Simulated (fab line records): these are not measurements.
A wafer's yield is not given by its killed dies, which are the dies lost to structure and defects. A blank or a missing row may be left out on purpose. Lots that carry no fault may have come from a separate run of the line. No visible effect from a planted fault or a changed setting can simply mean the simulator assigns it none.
fab line records ; flow n5-finfet
[record] lots = 7; wafers = 21
route steps=1938 shown BEOL_M13@1659
start-h: start of the lot's first displayed wafer, in hours after the record's first day ; wait-h: time in hours since the lot's previous step ; " repeats the value in the row above ; L1.1+2: a single row standing in for several wafers ; - no value, or no start was given ; * or withheld: withheld ; < > ~ a bound
route shown NAME@n: names a module that has steps shown in the file, with the first one's number in the route ; usual: average and standard deviation across the fault-free wafers ; same: alike in all rows ; chamber/n: place in a boat ; sites: readings site by site ; _std_site: the standard deviation of these ; _edge_site: inner sites' mean taken away from outer sites' mean ; radius-mm: how far each site lies from the wafer's centre ; mask NAME#n: copy n ; behind: the most recent tool/chamber to have shaped the wafer ; hold: the reason the lot was held/the length of the hold in hours/how it ended ; device: the transistor (n, p or np) that didn't switch ; end of line: tests run on the same wafers once the route is complete ; where a step has no rows: the recipe by itself ; killed: dies lost to structure and defects at the first sort, not the wafer's yield ; map: per-die view of a wafer (x killed, . not killed, _ where there is no die)
set.NAME: the run value of the setting; set.NAME@STEP: its run value at that earlier step ; model.NAME: the simulator's own value behind a step, which no gauge read
lots whose settings were changed on purpose; a table a step, a row a wafer
[[steps]]
[step N5_BEOL_M13_ILD_DEP_00]
[recipe] material = SiOC; target-thk-a = 8379.2; temp-c = 350; precursor = DEMS/O2; pressure-torr = 5; rf-w = 500; time-s = 166.4
lot.wafer;tool;chamber;start-h;wait-h;set.time-s;model.SiOC_of_BEOL_M13_ILD_DEP_00.thk-nm
L074.3;pecvd-03;1;264.10;0.0;156.1;791
L074.5;pecvd-03;1;264.10;0.0;166.4;854.4
L074.6;pecvd-03;2;264.10;0.0;156.1;792.8
L079.1;pecvd-02;2;306.20;0.0;166.4;823
L079.2;pecvd-02;1;306.20;0.0;166.4;838
L079.4;pecvd-02;1;306.20;0.0;166.4;849
L081.2;pecvd-03;1;314.30;0.0;166.4;830.6
L081.4;pecvd-03;2;314.30;0.0;151.9;763
L081.6;pecvd-03;0;314.30;0.0;166.4;834.6
L082.2;pecvd-03;1;321.23;0.0;187.9;956.8
L082.3;pecvd-03;0;321.23;0.0;187.9;928.6
L082.6;pecvd-03;2;321.23;0.0;166.4;839.2
L084.2;pecvd-02;0;364.40;0.0;166.4;826.8
L084.4;pecvd-02;1;364.40;0.0;154.6;787.6
L084.5;pecvd-02;2;364.40;0.0;166.4;840.4
L086.2;pecvd-02;2;373.17;0.0;190.1;942.8
L086.4;pecvd-02;0;373.17;0.0;190.1;960.4
L086.6;pecvd-02;2;373.17;0.0;190.1;965.4
L096.1;pecvd-01;0;412.30;0.0;166.4;834
L096.4;pecvd-01;1;412.30;0.0;166.4;854.4
L096.5;pecvd-01;0;412.30;0.0;166.4;847.4
[step N5_BEOL_M13_THK_MEAS_01]
[recipe] reads = SiOC_of_BEOL_M13_ILD_DEP_00
[usual] M13_ILD_THK = 840/10
lot.wafer;tool;chamber;start-h;wait-h;set.time-s@BEOL_M13_ILD_DEP_00;M13_ILD_THK[nm]
L074.3;film-metro-01;-;264.26;0.1;156.1;791
L074.5;film-metro-01;-;264.26;0.1;166.4;854
L074.6;film-metro-01;-;264.26;0.1;156.1;793
L079.1;film-metro-01;-;306.35;0.1;166.4;824
L079.2;film-metro-01;-;306.35;0.1;166.4;838
L079.4;film-metro-01;-;306.35;0.1;166.4;849
L081.2;film-metro-01;-;314.45;0.1;166.4;831
L081.4;film-metro-01;-;314.45;0.1;151.9;763
L081.6;film-metro-01;-;314.45;0.1;166.4;834
L082.2;film-metro-02;-;321.39;0.1;187.9;957
L082.3;film-metro-02;-;321.39;0.1;187.9;929
L082.6;film-metro-02;-;321.39;0.1;166.4;839
L084.2;film-metro-01;-;364.55;0.1;166.4;827
L084.4;film-metro-01;-;364.55;0.1;154.6;788
L084.5;film-metro-01;-;364.55;0.1;166.4;841
L086.2;film-metro-02;-;373.32;0.1;190.1;943
L086.4;film-metro-02;-;373.32;0.1;190.1;961
L086.6;film-metro-02;-;373.32;0.1;190.1;964
L096.1;film-metro-02;-;412.45;0.1;166.4;834
L096.4;film-metro-02;-;412.45;0.1;166.4;855
L096.5;film-metro-02;-;412.45;0.1;166.4;847
[step N5_BEOL_M13_EXPOSE_07]
[recipe] mask-id = V12; na = 0.93; source-shape = conventional; sigma-outer = 0.6; polarization = unpolarized; attpsm-phase-deg = 180; dose-mj = 24.8
lot.wafer;tool;chamber;start-h;wait-h;mask;set.dose-mj
L074.3+6;krf-scanner-02;0;264.52;-;V12#0;24.8
L074.5;krf-scanner-02;0;264.52;-;V12#0;23.34
L079.1+2+4;krf-scanner-01;0;306.49;-;V12#0;24.8
L081.2+4+6;krf-scanner-01;0;314.59;-;V12#0;24.8
L082.2;krf-scanner-02;0;321.65;-;V12#0;24.8
L082.3+6;krf-scanner-02;0;321.65;-;V12#0;25.98
L084.2+4+5;krf-scanner-02;0;364.69;-;V12#0;25.97
L086.2+4;krf-scanner-01;0;373.46;-;V12#0;24.8
L086.6;krf-scanner-01;0;373.46;-;V12#0;26.23
L096.1+5;krf-scanner-02;0;412.70;-;V12#0;24.18
L096.4;krf-scanner-02;0;412.70;-;V12#0;24.8
[step N5_BEOL_M13_PEB_08]
[recipe] peb-temp-c = 130; peb-time-s = 90
[step N5_BEOL_M13_DEVELOP_09]
[recipe] develop-time-s = 45; rinse-liquid = diw; dry = air-spin; dev-temp-c = 21
[step N5_BEOL_M13_HARDBAKE_14]
[recipe] temp-c = 130; time-s = 120
[step N5_BEOL_M13_CD_MEAS_10]
[recipe] target-cd-nm = 190; landing-energy-ev = 500; detector = se-inlens; polarity = opening
[usual] cd-nm = 190.1/1.1
lot.wafer;tool;chamber;start-h;wait-h;set.dose-mj@BEOL_M13_EXPOSE_07;cd-nm
L074.3;cd-sem-03;0;264.69;-;24.8;192.9
L074.5;cd-sem-03;0;264.69;-;23.34;184.6
L074.6;cd-sem-03;0;264.69;-;24.8;192.1
L079.1;cd-sem-02;0;306.66;-;24.8;190.2
L079.2;cd-sem-02;0;306.66;-;24.8;188.6
L079.4;cd-sem-02;0;306.66;-;24.8;188.8
L081.2;cd-sem-03;0;314.75;-;24.8;188.9
L081.4;cd-sem-03;0;314.75;-;24.8;188.8
L081.6;cd-sem-03;0;314.75;-;24.8;190.1
L082.2;cd-sem-01;0;321.81;-;24.8;190.7
L082.3;cd-sem-01;0;321.81;-;25.98;194.0
L082.6;cd-sem-01;0;321.81;-;25.98;196.0
L084.2;cd-sem-01;0;364.86;-;25.97;195.6
L084.4;cd-sem-01;0;364.86;-;25.97;196.4
L084.5;cd-sem-01;0;364.86;-;25.97;196.5
L086.2;cd-sem-03;0;373.63;-;24.8;190.8
L086.4;cd-sem-03;0;373.63;-;24.8;190.5
L086.6;cd-sem-03;0;373.63;-;26.23;196.9
L096.1;cd-sem-01;0;412.87;-;24.18;186.3
L096.4;cd-sem-01;0;412.87;-;24.8;188.3
L096.5;cd-sem-01;0;412.87;-;24.18;184.9
[step N5_BEOL_M13_DESCUM_15]
[recipe] chemistry = O2; time-s = 7.9; source-power-w = 50; bias-power-w = 20; pressure-mtorr = 20; rf-frequency-hz = 2.712e+07; temp-c = 40; o2-flow-sccm = 225
[step N5_BEOL_M13_ETCH_59]
[recipe] chemistry = N2/H2; target = BARC; target-depth-a = 890; overetch-a = 267; time-s = 67.9; ion-energy-ev = 200; pressure-mtorr = 30; source-w = 840; bias-w = 150; n2-flow-sccm = 200; h2-flow-sccm = 200
[step N5_BEOL_M13_VIA_ETCH_16]
[recipe] chemistry = C4F8/O2/Ar; target = SiOC; pressure-mtorr = 30; source-w = 3000; bias-w = 700; Ar_flow_sccm = 400; C4F8_flow_sccm = 15; O2_flow_sccm = 8; he-inner-torr = 15; he-outer-torr = 30; target-depth-a = 9217; time-s = withheld; ion-energy-ev = 250; ends = cleared
lot.wafer;tool;chamber;start-h;wait-h;set.time-s@BEOL_M13_ILD_DEP_00;model.etch.depth-nm;model.coat_of_BEOL_M13_COAT_04.thk-nm
L074.3;rie-diel-03;2;264.86;0.0;*;790.9;85.4
L074.5;rie-diel-03;0;264.86;0.0;*;854.4;63.6
L074.6;rie-diel-03;1;264.86;0.0;*;792.9;81.6
L079.1;rie-diel-02;2;306.83;0.0;*;823.1;78.2
L079.2;rie-diel-02;0;306.83;0.0;*;838;69
L079.4;rie-diel-02;3;306.83;0.0;*;849.1;69.6
L081.2;rie-diel-02;2;314.93;0.0;*;830.5;74.8
L081.4;rie-diel-02;1;314.93;0.0;*;763.1;94
L081.6;rie-diel-02;1;314.93;0.0;*;834.5;72.2
L082.2;rie-diel-05;0;321.99;0.0;*;956.8;34.8
L082.3;rie-diel-05;1;321.99;0.0;*;928.5;41.2
L082.6;rie-diel-05;2;321.99;0.0;*;839.2;68
L084.2;rie-diel-05;3;365.03;0.0;*;826.7;76.2
L084.4;rie-diel-05;2;365.03;0.0;*;787.6;84
L084.5;rie-diel-05;1;365.03;0.0;*;840.5;68
L086.2;rie-diel-03;1;373.80;0.0;*;942.8;39.2
L086.4;rie-diel-03;3;373.80;0.0;*;960.4;36.8
L086.6;rie-diel-03;2;373.80;0.0;*;965.5;35
L096.1;rie-diel-05;2;413.05;0.0;*;834.1;70.2
L096.4;rie-diel-05;1;413.05;0.0;*;854.4;64.2
L096.5;rie-diel-05;3;413.05;0.0;*;847.3;69.2
[step N5_BEOL_M13_STRIP_63]
[recipe] chemistry = N2/H2; power-w = 1000; temp-c = 250; h2-frac = 0.65; overash-fraction = 0.3; pressure-mtorr = 1000; n2-flow-sccm = 1750; h2-flow-sccm = 3250
[usual] strip-time-to-endpoint-s = 27.7/1.1
lot.wafer;tool;chamber;start-h;wait-h;set.time-s@BEOL_M13_ILD_DEP_00;strip-time-to-endpoint-s
L074.3;plasma-asher-01;1;265.12;-;156.1;32.1
L074.5;plasma-asher-01;0;265.12;-;166.4;25.8
L074.6;plasma-asher-01;1;265.12;-;156.1;31.0
L079.1;plasma-asher-01;1;307.07;-;166.4;30.1
L079.2;plasma-asher-01;0;307.07;-;166.4;27.4
L079.4;plasma-asher-01;1;307.07;-;166.4;27.6
L081.2;plasma-asher-02;0;315.16;-;166.4;29.1
L081.4;plasma-asher-02;0;315.16;-;151.9;34.5
L081.6;plasma-asher-02;0;315.16;-;166.4;28.4
L082.2;plasma-asher-01;1;322.22;-;187.9;16.7
L082.3;plasma-asher-01;0;322.22;-;187.9;18.8
L082.6;plasma-asher-01;1;322.22;-;166.4;27.1
L084.2;plasma-asher-02;1;365.27;-;166.4;29.5
L084.4;plasma-asher-02;0;365.27;-;154.6;31.7
L084.5;plasma-asher-02;0;365.27;-;166.4;27.1
L086.2;plasma-asher-01;1;374.03;-;190.1;18.1
L086.4;plasma-asher-01;1;374.03;-;190.1;17.4
L086.6;plasma-asher-01;1;374.03;-;190.1;16.7
L096.1;plasma-asher-02;0;413.29;-;166.4;27.7
L096.4;plasma-asher-02;0;413.29;-;166.4;25.9
L096.5;plasma-asher-02;0;413.29;-;166.4;27.4
[step N5_BEOL_M13_STRIP_64]
[recipe] chemistry = N2/H2; power-w = 1000; temp-c = 250; h2-frac = 0.65; overash-fraction = 0.3; pressure-mtorr = withheld; n2-flow-sccm = 1750; h2-flow-sccm = 3250
[step N5_BEOL_M13_STRIP_71]
[recipe] chemistry = post-etch-residue-remover; time-s = 60; temp-c = 25; remover-ph = withheld; remover-water-wt-pct = withheld; remover-fluoride-wt-pct = withheld
[step N5_BEOL_M13_SRD_72]
[recipe] time-s = 30; temp-c = 23; rinse-liquid = diw; dry = n2-spin; spin-rpm = 1500; dry-time-s = 30
[step N5_BEOL_M13_CD_MEAS_17]
[recipe] target-cd-nm = 190; polarity = opening
[usual] cd-nm = 190.1/1.6
lot.wafer;tool;chamber;start-h;wait-h;set.dose-mj@BEOL_M13_EXPOSE_07;cd-nm
L074.3;cd-sem-01;-;265.31;0.0;24.8;193.6
L074.5;cd-sem-01;-;265.31;0.0;23.34;185.0
L074.6;cd-sem-01;-;265.31;0.0;24.8;193.0
L079.1;cd-sem-02;-;307.27;0.0;24.8;189.1
L079.2;cd-sem-02;-;307.27;0.0;24.8;191.7
L079.4;cd-sem-02;-;307.27;0.0;24.8;188.1
L081.2;cd-sem-02;-;315.37;0.0;24.8;188.0
L081.4;cd-sem-02;-;315.37;0.0;24.8;187.4
L081.6;cd-sem-02;-;315.37;0.0;24.8;188.6
L082.2;cd-sem-01;-;322.43;0.0;24.8;190.1
L082.3;cd-sem-01;-;322.43;0.0;25.98;194.6
L082.6;cd-sem-01;-;322.43;0.0;25.98;196.1
L084.2;cd-sem-02;-;365.47;0.0;25.97;194.4
L084.4;cd-sem-02;-;365.47;0.0;25.97;196.3
L084.5;cd-sem-02;-;365.47;0.0;25.97;197.7
L086.2;cd-sem-03;-;374.24;0.0;24.8;192.2
L086.4;cd-sem-03;-;374.24;0.0;24.8;191.6
L086.6;cd-sem-03;-;374.24;0.0;26.23;198.3
L096.1;cd-sem-01;-;413.50;0.0;24.18;187.2
L096.4;cd-sem-01;-;413.50;0.0;24.8;189.4
L096.5;cd-sem-01;-;413.50;0.0;24.18;183.7
[step N5_BEOL_M13_TRENCH_ETCH_34]
[recipe] chemistry = C4F8/O2/Ar; target = SiOC; target-depth-a = 4134.7; mask-material = SOC; pressure-mtorr = 30; source-w = 3000; bias-w = 700; Ar_flow_sccm = 400; C4F8_flow_sccm = 15; O2_flow_sccm = 8; he-inner-torr = 15; he-outer-torr = 30; time-s = 162.6; ion-energy-ev = 250
lot.wafer;tool;chamber;start-h;wait-h;set.time-s;model.etch.depth-nm
L074.3;rie-diel-03;0;266.29;0.0;162.6;416.2
L074.5;rie-diel-03;2;266.29;0.0;162.6;422.5
L074.6;rie-diel-03;3;266.29;0.0;135.7;352.6
L079.1;rie-diel-03;0;308.22;0.0;162.6;404.5
L079.2;rie-diel-03;3;308.22;0.0;162.6;414.4
L079.4;rie-diel-03;2;308.22;0.0;162.6;414.3
L081.2;rie-diel-02;0;316.19;0.0;178.7;461.5
L081.4;rie-diel-02;1;316.19;0.0;162.6;404.7
L081.6;rie-diel-02;2;316.19;0.0;162.6;403.7
L082.2;rie-diel-03;2;323.25;0.0;194.1;499
L082.3;rie-diel-03;1;323.25;0.0;194.1;496.3
L082.6;rie-diel-03;0;323.25;0.0;162.6;414.6
L084.2;rie-diel-02;1;366.30;0.0;162.6;405.4
L084.4;rie-diel-02;2;366.30;0.0;162.6;402.4
L084.5;rie-diel-02;3;366.30;0.0;147.5;362.6
L086.2;rie-diel-05;1;375.20;0.0;186.7;477.4
L086.4;rie-diel-05;3;375.20;0.0;162.6;418.5
L086.6;rie-diel-05;2;375.20;0.0;186.7;485.6
L096.1;rie-diel-05;0;414.31;0.0;162.6;416.6
L096.4;rie-diel-05;2;414.31;0.0;162.6;421.3
L096.5;rie-diel-05;1;414.31;0.0;127.3;329.2
[step N5_BEOL_M13_STRIP_70]
[recipe] chemistry = C4F8/O2/Ar; resist = SiARC; rf-frequency-hz = 6e+07
[step N5_BEOL_M13_OCD_MEAS_35]
[usual] trench-depth-nm = 412/7.4
lot.wafer;tool;chamber;start-h;wait-h;set.time-s@BEOL_M13_TRENCH_ETCH_34;trench-depth-nm
L074.3;ocd-02;-;266.47;0.0;162.6;416
L074.5;ocd-02;-;266.47;0.0;162.6;423
L074.6;ocd-02;-;266.47;0.0;135.7;353
L079.1;ocd-02;-;308.39;0.0;162.6;405
L079.2;ocd-02;-;308.39;0.0;162.6;415
L079.4;ocd-02;-;308.39;0.0;162.6;414
L081.2;ocd-01;-;316.37;0.0;178.7;461
L081.4;ocd-01;-;316.37;0.0;162.6;405
L081.6;ocd-01;-;316.37;0.0;162.6;404
L082.2;ocd-02;-;323.42;0.0;194.1;499
L082.3;ocd-02;-;323.42;0.0;194.1;497
L082.6;ocd-02;-;323.42;0.0;162.6;415
L084.2;ocd-02;-;366.48;0.0;162.6;406
L084.4;ocd-02;-;366.48;0.0;162.6;403
L084.5;ocd-02;-;366.48;0.0;147.5;363
L086.2;ocd-02;-;375.37;0.0;186.7;478
L086.4;ocd-02;-;375.37;0.0;162.6;418
L086.6;ocd-02;-;375.37;0.0;186.7;486
L096.1;ocd-02;-;414.49;0.0;162.6;417
L096.4;ocd-02;-;414.49;0.0;162.6;421
L096.5;ocd-02;-;414.49;0.0;127.3;329
[step N5_BEOL_M13_STRIP_37]
[recipe] chemistry = N2/H2; power-w = 1000; temp-c = 250; h2-frac = 0.65; overash-fraction = 0.3; pressure-mtorr = withheld; n2-flow-sccm = 1750; h2-flow-sccm = 3250
[step N5_BEOL_M13_ETCH_38]
[recipe] chemistry = CF4/N2; target = SiCN; target-depth-a = 675; taper-deg = 2; time-s = 71.9; ion-energy-ev = 150; mask-material = SiO2; pressure-mtorr = 40; source-w = 430; bias-w = 70; Ar_flow_sccm = 100; cf4-flow-sccm = 60; n2-flow-sccm = 60
lot.wafer;tool;chamber;start-h;wait-h;set.time-s@BEOL_M13_ILD_DEP_00;model.SiOC_of_BEOL_M13_ILD_DEP_00.thk-nm
L074.3;rie-diel-02;0;267.39;-;156.1;741.6
L074.5;rie-diel-02;3;267.39;-;166.4;808
L074.6;rie-diel-02;2;267.39;-;156.1;746.8
L079.1;rie-diel-03;2;309.50;-;166.4;776
L079.2;rie-diel-03;3;309.50;-;166.4;790
L079.4;rie-diel-03;0;309.50;-;166.4;800.6
L081.2;rie-diel-05;0;317.36;-;166.4;782.4
L081.4;rie-diel-05;3;317.36;-;151.9;715.6
L081.6;rie-diel-05;1;317.36;-;166.4;784.6
L082.2;rie-diel-02;3;326.10;-;187.9;909.8
L082.3;rie-diel-02;0;326.10;-;187.9;878.6
L082.6;rie-diel-02;0;326.10;-;166.4;789.4
L084.2;rie-diel-02;3;367.78;-;166.4;779.8
L084.4;rie-diel-02;3;367.78;-;154.6;740.4
L084.5;rie-diel-02;1;367.78;-;166.4;793.2
L086.2;rie-diel-02;2;375.51;-;190.1;897.4
L086.4;rie-diel-02;1;375.51;-;190.1;913.6
L086.6;rie-diel-02;2;375.51;-;190.1;920.4
L096.1;rie-diel-03;2;416.97;-;166.4;787
L096.4;rie-diel-03;0;416.97;-;166.4;805
L096.5;rie-diel-03;3;416.97;-;166.4;799.6
[step N5_BEOL_M13_PRECLEAN_39]
[recipe] chemistry = residue-remover; time-s = 60; temp-c = 40
[step N5_BEOL_M13_SRD_40]
[recipe] time-s = 30; temp-c = 23; rinse-liquid = diw; dry = n2-spin; spin-rpm = 1500; dry-time-s = 30
[step N5_BEOL_M13_ECD_47]
[recipe] material = Cu; target-thk-a = 9360
[step N5_BEOL_M13_ANNEAL_48]
[recipe] temp-c = 225; time-s = 90; ambient = N2
[step N5_BEOL_M13_CMP_49]
[recipe] stop-on = SiOC; t-overpolish-s = 17.1; down-force-psi = 1; platen-rpm = 50; clearing-platen-down-force-psi = 1.5; clearing-platen-rpm = 50; post-cmp-clean = cu-alkaline; target-thk-nm = 420; clearing-platen-pad-velocity-m-s = 0.99484; pad-velocity-m-s = 0.99484
lot.wafer;tool;chamber;start-h;wait-h;set.time-s@BEOL_M13_TRENCH_ETCH_34;model.Cu_of_BEOL_M13_ECD_47.thk-nm
L074.3;cmp-04;3;268.67;0.2;162.6;423
L074.6;cmp-04;3;268.67;0.2;135.7;358
L074.5;cmp-04;0;268.67;0.2;162.6;428.6
L079.2;cmp-02;3;311.04;0.2;162.6;419.8
L079.1;cmp-02;0;311.04;0.2;162.6;410.8
L079.4;cmp-02;1;311.04;0.2;162.6;421.8
L081.4;cmp-03;1;319.23;0.2;162.6;410
L081.2;cmp-03;2;319.23;0.2;178.7;466.8
L081.6;cmp-03;1;319.23;0.2;162.6;409.2
L082.3;cmp-04;1;328.97;0.2;194.1;503.2
L082.2;cmp-04;0;328.97;0.2;194.1;505
L082.6;cmp-04;1;328.97;0.2;162.6;422.4
L084.2;cmp-04;1;369.23;0.2;162.6;414.4
L084.4;cmp-04;3;369.23;0.2;162.6;410.8
L084.5;cmp-04;2;369.23;0.2;147.5;370
L086.4;cmp-02;1;378.93;0.2;162.6;426.8
L086.2;cmp-02;3;378.93;0.2;186.7;483
L086.6;cmp-02;1;378.93;0.2;186.7;493.2
L096.1;cmp-03;0;418.42;0.3;162.6;424
L096.4;cmp-03;2;418.42;0.3;162.6;427
L096.5;cmp-03;1;418.42;0.3;127.3;334.8
[step N5_BEOL_M13_THK_MEAS_50]
[recipe] thk-meas-gauge = xrf; reads = Cu_of_BEOL_M13_ECD_47
[usual] M13_THK = 410/7.9
lot.wafer;tool;chamber;start-h;wait-h;set.time-s@BEOL_M13_TRENCH_ETCH_34;M13_THK[nm]
L074.3;film-metro-02;-;268.96;-;162.6;414
L074.5;film-metro-02;-;268.96;-;162.6;420
L074.6;film-metro-02;-;268.96;-;135.7;351
L079.1;film-metro-02;-;311.29;-;162.6;407
L079.2;film-metro-02;-;311.29;-;162.6;416
L079.4;film-metro-02;-;311.29;-;162.6;418
L081.2;film-metro-01;-;319.49;-;178.7;452
L081.4;film-metro-01;-;319.49;-;162.6;399
L081.6;film-metro-01;-;319.49;-;162.6;396
L082.2;film-metro-01;-;329.26;-;194.1;487
L082.3;film-metro-01;-;329.26;-;194.1;487
L082.6;film-metro-01;-;329.26;-;162.6;413
L084.2;film-metro-01;-;369.53;-;162.6;400
L084.4;film-metro-01;-;369.53;-;162.6;398
L084.5;film-metro-01;-;369.53;-;147.5;357
L086.2;film-metro-01;-;379.19;-;186.7;466
L086.4;film-metro-01;-;379.19;-;162.6;415
L086.6;film-metro-01;-;379.19;-;186.7;476
L096.1;film-metro-02;-;418.71;-;162.6;418
L096.4;film-metro-02;-;418.71;-;162.6;421
L096.5;film-metro-02;-;418.71;-;127.3;330
[step N5_BEOL_M13_PRE_CLEAN_52]
[recipe] gas = NH3; time-s = 15; temp-c = withheld; rf-power-w = 300
[step N5_BEOL_M13_DEP_53]
[recipe] material = SiCN; target-thk-a = 500; temp-c = withheld; precursor = 3MS/NH3; pressure-torr = 3; rf-w = 675; time-s = 17.8
[step N5_BEOL_M13_RS_MEAS_54]
[recipe] thk-meas-gauge = four-point-probe; reads = Cu_of_BEOL_M13_ECD_47+Ta_of_BEOL_M13_SPUTTER_44+TaN_of_BEOL_M13_SPUTTER_43
[usual] M13_RS = 0.0451/0.00083
lot.wafer;tool;chamber;start-h;wait-h;set.time-s@BEOL_M13_TRENCH_ETCH_34;M13_RS[ohm/sq]
L074.3;film-metro-02;-;269.09;0.1;162.6;0.0446
L074.5;film-metro-02;-;269.09;0.1;162.6;0.0441
L074.6;film-metro-02;-;269.09;0.1;135.7;0.0532
L079.1;film-metro-01;-;311.42;0.0;162.6;0.0459
L079.2;film-metro-01;-;311.42;0.0;162.6;0.0450
L079.4;film-metro-01;-;311.42;0.0;162.6;0.0447
L081.2;film-metro-02;-;319.62;0.1;178.7;0.0403
L081.4;film-metro-02;-;319.62;0.1;162.6;0.0461
L081.6;film-metro-02;-;319.62;0.1;162.6;0.0463
L082.2;film-metro-02;-;329.39;0.1;194.1;0.0372
L082.3;film-metro-02;-;329.39;0.1;194.1;0.0374
L082.6;film-metro-02;-;329.39;0.1;162.6;0.0447
L084.2;film-metro-02;-;369.68;0.1;162.6;0.0458
L084.4;film-metro-02;-;369.68;0.1;162.6;0.0460
L084.5;film-metro-02;-;369.68;0.1;147.5;0.0513
L086.2;film-metro-01;-;379.32;0.1;186.7;0.0390
L086.4;film-metro-01;-;379.32;0.1;162.6;0.0442
L086.6;film-metro-01;-;379.32;0.1;186.7;0.0381
L096.1;film-metro-01;-;418.84;0.0;162.6;0.0446
L096.4;film-metro-01;-;418.84;0.0;162.6;0.0442
L096.5;film-metro-01;-;418.84;0.0;127.3;0.0568
[[key]]
[split] step = N5_BEOL_M13_ILD_DEP_00; setting = time-s; stated = 166.4; by = wafer
[response] step = N5_BEOL_M13_ILD_DEP_00; reading = model.SiOC_of_BEOL_M13_ILD_DEP_00.thk-nm; change = +8.02; per = 1%; r = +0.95
[response] step = N5_BEOL_M13_THK_MEAS_01; reading = M13_ILD_THK; change = +8; per = 1%; r = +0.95
[response] step = N5_BEOL_M13_VIA_ETCH_16; reading = model.etch.depth-nm; change = +8.01; per = 1%; r = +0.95
[response] step = N5_BEOL_M13_VIA_ETCH_16; reading = model.coat_of_BEOL_M13_COAT_04.thk-nm; change = -2.33; per = 1%; r = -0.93
[response] step = N5_BEOL_M13_STRIP_63; reading = strip-time-to-endpoint-s; change = *; per = 1%; r = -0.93
[response] step = N5_BEOL_M13_ETCH_38; reading = model.SiOC_of_BEOL_M13_ILD_DEP_00.thk-nm; change = +8.05; per = 1%; r = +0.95
[split] step = N5_BEOL_M13_EXPOSE_07; setting = dose-mj; stated = 24.8; by = wafer
[response] step = N5_BEOL_M13_CD_MEAS_10; reading = cd-nm; change = +1.13; per = 1%; r = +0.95
[response] step = N5_BEOL_M13_CD_MEAS_17; reading = cd-nm; change = +1.25; per = 1%; r = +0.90
[split] step = N5_BEOL_M13_TRENCH_ETCH_34; setting = time-s; stated = 162.6; by = wafer
[response] step = N5_BEOL_M13_TRENCH_ETCH_34; reading = model.etch.depth-nm; change = +4.3; per = 1%; r = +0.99
[response] step = N5_BEOL_M13_OCD_MEAS_35; reading = trench-depth-nm; change = +4.31; per = 1%; r = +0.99
[response] step = N5_BEOL_M13_CMP_49; reading = model.Cu_of_BEOL_M13_ECD_47.thk-nm; change = +4.29; per = 1%; r = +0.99
[response] step = N5_BEOL_M13_THK_MEAS_50; reading = M13_THK; change = +4.08; per = 1%; r = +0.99
[response] step = N5_BEOL_M13_RS_MEAS_54; reading = M13_RS; change = -0.000495; per = 1%; r = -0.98
